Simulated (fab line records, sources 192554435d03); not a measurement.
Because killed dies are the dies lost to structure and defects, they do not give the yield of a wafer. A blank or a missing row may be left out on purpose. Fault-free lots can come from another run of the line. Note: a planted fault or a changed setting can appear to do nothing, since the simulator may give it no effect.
The tool behind it: which one? | flow n5_finfet | Sampling: 9 lots, 27 wafers, 7 of 1938 route steps

WHAT EACH GAUGE READ, for each wafer
N5_BEOL_M3_INSPECT_59: inspects for defects (darkfield).
lot  | measured     | on                | raw_defect_count
L861 | day 7 16:07  | defect_inspect-02 | 77 42 57
L870 | day 9 14:51  | defect_inspect-02 | 62 832 51
L872 | day 10 00:04 | defect_inspect-02 | 72 73 869
L873 | day 10 10:28 | defect_inspect-01 | 77 68 67
L875 | day 10 19:55 | defect_inspect-02 | 61 56 57
L877 | day 11 10:10 | defect_inspect-02 | 35 60 54
L878 | day 11 14:49 | defect_inspect-02 | 76 67 75
L880 | day 11 23:26 | defect_inspect-02 | 86 110 162
L883 | day 13 01:17 | defect_inspect-02 | 68 74 109

N5_BEOL_M4_INSPECT_13: inspects for defects (brightfield).
lot  | measured     | on                | raw_defect_count
L861 | day 7 16:55  | defect_inspect-02 | 402 374 379
L870 | day 9 16:44  | defect_inspect-02 | 312 1084 307
L872 | day 10 02:18 | defect_inspect-02 | 375 594 1155
L873 | day 10 12:32 | defect_inspect-01 | 433 477 304
L875 | day 10 22:14 | defect_inspect-02 | 500 383 326
L877 | day 11 11:29 | defect_inspect-02 | 320 313 376
L878 | day 11 15:31 | defect_inspect-01 | 332 291 404
L880 | day 12 01:53 | defect_inspect-02 | 454 527 512
L883 | day 13 03:43 | defect_inspect-02 | 507 456 451

N5_BEOL_M4_RC_MEAS_101.
lot  | measured     | on        | DIBL_N (mV/V)  | DIBL_P (mV/V)  | IOFF_N (nA/um)    | IOFF_P (nA/um) | ION_N (uA/um) | ION_P (uA/um) | SS_N (mV/dec)  | SS_P (mV/dec)  | VT_N (mV)         | VT_P (mV)
L861 | day 8 00:08  | prober-02 | 36.6 35.5 36.9 | 36.5 34.1 37.0 | 0.169 0.153 0.187 | 0.20 0.18 0.21 | 686 669 699   | 462 451 465   | 70.9 70.7 71.5 | 72.7 72.3 73.4 | 248.1 248.6 246.2 | -253 -252 -252
L870 | day 10 09:15 | prober-01 | 36.0 34.4 35.0 | 35.9 34.8 34.5 | 0.159 0.137 0.145 | 0.20 0.18 0.18 | 652 651 659   | 450 451 446   | 72.2 70.9 71.7 | 73.1 72.5 73.3 | 250.4 252.9 254.1 | -250 -254 -253
L872 | day 10 12:55 | prober-01 | 34.6 36.2 35.7 | 33.8 35.3 34.9 | 0.134 0.156 0.144 | 0.18 0.19 0.19 | 676 675 675   | 462 458 463   | 71.2 71.5 71.9 | 71.9 74.2 73.3 | 249.4 248.3 249.2 | -255 -251 -254
L873 | day 10 23:44 | prober-01 | 35.9 38.3 35.1 | 36.1 39.3 35.2 | 0.165 0.228 0.151 | 0.21 0.28 0.20 | 677 700 670   | 465 470 458   | 71.0 71.9 71.2 | 73.2 74.8 73.3 | 247.3 245.2 249.2 | -251 -246 -251
L875 | day 11 17:55 | prober-01 | 35.4 35.2 37.6 | 36.1 35.5 38.1 | 0.172 0.160 0.204 | 0.22 0.21 0.25 | 688 664 683   | 466 464 463   | 72.0 70.9 71.9 | 73.5 73.1 74.3 | 246.6 251.5 245.7 | -246 -246 -245
L877 | day 11 21:12 | prober-02 | 37.7 35.0 35.7 | 35.9 33.7 33.7 | 0.174 0.124 0.138 | 0.21 0.17 0.17 | 663 661 653   | 451 455 448   | 72.5 71.4 71.8 | 73.4 73.3 72.7 | 252.2 254.1 252.6 | -249 -250 -256
L878 | day 12 02:36 | prober-01 | 36.4 34.9 35.2 | 37.2 35.6 36.2 | 0.175 0.147 0.153 | 0.22 0.19 0.19 | 676 683 682   | 461 465 468   | 71.5 70.5 70.8 | 73.4 72.6 72.1 | 248.3 248.1 249.0 | -248 -251 -251
L880 | day 12 19:30 | prober-02 | 37.2 36.8 36.7 | 37.3 36.7 37.1 | 0.153 0.150 0.156 | 0.21 0.20 0.21 | 674 665 679   | 457 459 463   | 72.6 71.8 71.8 | 73.9 73.5 73.9 | 250.4 252.3 251.0 | -250 -251 -253
L883 | day 13 12:08 | prober-02 | 35.3 34.5 35.9 | 31.4 30.9 32.4 | 0.130 0.117 0.137 | 0.15 0.14 0.16 | 674 669 660   | 453 450 446   | 71.3 70.8 70.6 | 72.9 72.6 72.0 | 250.6 251.5 250.8 | -258 -257 -255

EACH LOT AND THE TOOL THAT RAN IT (in order: tool; ch and the chambers of the sampled wafers; start)
lot  | N5_BEOL_M3_ANNEAL_87         | N5_BEOL_M3_PRE_CLEAN_56         | N5_BEOL_M3_DEP_57               | N5_BEOL_M4_PECVD_72
L861 | pvd_sputter-02, day 7 13:51  | pecvd-03 ch 0,1, day 7 16:00    | pecvd-03 ch 0,1, day 7 16:02    | pecvd-02 ch 0,1,2, day 7 16:16
L870 | pvd_sputter-03, day 9 12:43  | pecvd-03 ch 0,1, day 9 14:43    | pecvd-03 ch 0,1, day 9 14:46    | pecvd-01 ch 0,2, day 9 14:59
L872 | pvd_sputter-01, day 9 21:45  | pecvd-03 ch 0,1, day 9 23:55    | pecvd-03 ch 0,1, day 9 23:57    | pecvd-02 ch 0,1,2, day 10 00:13
L873 | pvd_sputter-01, day 10 08:17 | pecvd-02 ch 0,2, day 10 10:21   | pecvd-02 ch 0,2, day 10 10:22   | pecvd-02 ch 0,1, day 10 10:37
L875 | pvd_sputter-03, day 10 17:43 | pecvd-02 ch 0,1,2, day 10 19:49 | pecvd-02 ch 0,1,2, day 10 19:50 | pecvd-03 ch 0,2, day 10 20:05
L877 | pvd_sputter-03, day 11 08:03 | pecvd-04 ch 0,1, day 11 10:02   | pecvd-04 ch 0,1, day 11 10:04   | pecvd-03 ch 0,1,2, day 11 10:18
L878 | pvd_sputter-02, day 11 12:42 | pecvd-04 ch 1,2, day 11 14:40   | pecvd-04 ch 1,2, day 11 14:43   | pecvd-01 ch 0,2, day 11 14:59
L880 | pvd_sputter-03, day 11 21:14 | pecvd-04 ch 0,1, day 11 23:19   | pecvd-04 ch 0,1, day 11 23:21   | pecvd-02 ch 0,1,2, day 11 23:35
L883 | pvd_sputter-01, day 12 23:07 | pecvd-03 ch 0,2, day 13 01:10   | pecvd-03 ch 0,2, day 13 01:11   | pecvd-01 ch 0,1, day 13 01:25
- N5_BEOL_M3_ANNEAL_87: time 240 s.
- N5_BEOL_M3_PRE_CLEAN_56: time 15 s.
- N5_BEOL_M3_DEP_57: deposits SiCN from 3MS/NH3, target thk 8 nm, time 14 s.
- N5_BEOL_M4_PECVD_72: deposits SiO2 from TEOS/O2, target thk 16 nm, time 18 s.

WHAT THE TOOLS THEMSELVES READ (means of the sampled wafers that have a number; where no wafer has one, the mark that the record gives instead)
N5_BEOL_M3_ANNEAL_87.
lot  | tool           | heater_power_w (W)
L861 | pvd_sputter-02 | 933
L870 | pvd_sputter-03 | 765
L872 | pvd_sputter-01 | 783
L873 | pvd_sputter-01 | 797
L875 | pvd_sputter-03 | 786
L877 | pvd_sputter-03 | 744
L878 | pvd_sputter-02 | 955
L880 | pvd_sputter-03 | 796
L883 | pvd_sputter-01 | 840

N5_BEOL_M3_DEP_57.
lot  | tool     | showerhead_plenum_p_Torr (Torr) | throttle_valve_pct (%)
L861 | pecvd-03 | 3.655                           | 9.9
L870 | pecvd-03 | 3.646                           | 9.9
L872 | pecvd-03 | 3.656                           | 9.9
L873 | pecvd-02 | 3.661                           | 9.1
L875 | pecvd-02 | 3.668                           | 9.2
L877 | pecvd-04 | 3.658                           | 8.9
L878 | pecvd-04 | 3.642                           | 8.9
L880 | pecvd-04 | 3.660                           | 8.9
L883 | pecvd-03 | 3.649                           | 8.8

N5_BEOL_M4_PECVD_72.
lot  | tool     | heater_power_w (W) | showerhead_plenum_p_Torr (Torr) | throttle_valve_pct (%)
L861 | pecvd-02 | 704                | 8.78                            | 22.3
L870 | pecvd-01 | 597                | 8.75                            | 22.5
L872 | pecvd-02 | 731                | 8.78                            | 22.3
L873 | pecvd-02 | 752                | 8.77                            | 22.6
L875 | pecvd-03 | 697                | 8.70                            | 22.8
L877 | pecvd-03 | 687                | 8.72                            | 22.8
L878 | pecvd-01 | 693                | 8.79                            | 21.3
L880 | pecvd-02 | 794                | 8.77                            | 22.6
L883 | pecvd-01 | 537                | 8.70                            | 23.2

THE ANSWER, worked out from the rows above alone
Rule: the lots themselves supply what counts as usual. The widest of any qualifying gaps counts: lots, ordered by their means at a reading, are off when they make up no more than a third of the lots, leave a main group of 4 or more, and stand apart from it by 3 or more times the standard deviation of that group's means. A main group whose means are all the same, to the digits that the tables above print for the reading, isn't used. A lot without any number at a reading at which 4 lots or more have one is off too. The other lots that the step has rows for count as sound. After the gauges, taken in route order, come the tools' own readings; for these a lot's mean is taken, as printed above. At the first step where some lot is off, the reading lying furthest off is the one used; lots without a number count as furthest.
Off: L870, L872, at N5_BEOL_M3_INSPECT_59 (raw_defect_count). For the main group the mean is 73 and the standard deviation 22.
If a tool, at a process step before that reading, ran all the lots that are off and no sound lot after the first of them, it fits. Not tried: the gauges at N5_BEOL_M3_INSPECT_59; whatever is off there is also off at N5_BEOL_M3_DEP_57, on other tools, and gauge error can't account for it. None of those tried fits.

WHAT WAS PUT IN BY THE SIMULATOR
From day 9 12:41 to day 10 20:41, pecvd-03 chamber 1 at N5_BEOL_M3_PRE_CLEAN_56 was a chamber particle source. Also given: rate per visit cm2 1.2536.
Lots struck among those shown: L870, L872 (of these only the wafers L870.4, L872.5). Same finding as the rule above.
